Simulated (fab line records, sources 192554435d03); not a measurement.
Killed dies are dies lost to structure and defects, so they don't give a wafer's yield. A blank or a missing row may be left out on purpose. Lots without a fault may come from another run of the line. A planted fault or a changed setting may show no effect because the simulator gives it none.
Problem report in the 8D (eight disciplines) form, filled by code | flow n5_finfet | the parts of the form that need people (team, actions taken, sign-off) are left out

1. THE PROBLEM
spin_speed_rpm at N5_FIN_CUT_COAT_19 reads a mean of 1617.5 rpm on 9 wafers of 3 lots; wafers without a fault read 1500.2 rpm with a standard deviation of 0.78. That is +99 or more standard deviations from the usual mean.
The step: time 60 s, resist thk 20 nm.
First seen on wafer L167.2, day 4 04:08, on litho_track-05. The record holds 15 wafers of 5 lots with a number at this step. Rule for "out", or "out of limits": more than 4 standard deviations from the usual mean. The other wafers with a number count as sound.

2. WHAT IT IS AND WHAT IT IS NOT
question                    | is                     | is not
which readings at this step | spin_speed_rpm         | -
which lots                  | L167, L169, L170       | L159, L178
which wafers of those lots  | all that have a number | -
read on which tools         | litho_track-05         | litho_track-03
when                        | from day 4 04:08       | up to then (3 sound wafers); but 3 sound wafers of L178 came after

3. SUSPECTS, AND WHAT RULES EACH OUT
Counting: a tool at a process step up to the reading stays a suspect if it ran every lot that is out and no sound lot after the first of them.
- litho_track-05 at N5_FIN_CUT_COAT_19 (time 60 s, resist thk 20 nm): kept. It ran every lot that is out, first L167 (day 4 04:08), and no sound lot after that; its last sound lot up to then is L159 (day 2 04:05). Its own readings are out on those wafers: spin_speed_rpm.
Left after counting: litho_track-05 at N5_FIN_CUT_COAT_19.

4. THE CAUSE (what the simulator had put in)
Process parameter drift: litho_track-05, from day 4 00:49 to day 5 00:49, at N5_FIN_CUT_COAT_19. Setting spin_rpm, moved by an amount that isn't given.
Counting left only this tool.

5. THE CHAIN OF EFFECTS, in route order
Each row: a reading whose mean over the struck wafers that have a number lies more than 3 standard deviations from the usual. Only readings for which the record gives a usual standard deviation are gone through. hours: the time from each lot's start at the first step in this table that gives one to its start at this step, as a median over the lots. sigmas: the change in usual standard deviations.
hours | step               | reading        | usual      | on struck wafers | change | sigmas
0     | N5_FIN_CUT_COAT_19 | spin_speed_rpm | 1500.2 rpm | 1617.5           | +117.3 | +99 or more
The process steps in it:
- N5_FIN_CUT_COAT_19: time 60 s, resist thk 20 nm.
Later measuring or inspecting steps at which every struck wafer that the step has a row for has a number for every such reading, and none has moved that far: N5_BEOL_M4_RC_MEAS_101.

6. WHAT WOULD HAVE CAUGHT IT SOONER
In this record the first reading out of limits was taken at day 4 04:08, 3 hours after the fault began at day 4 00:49.
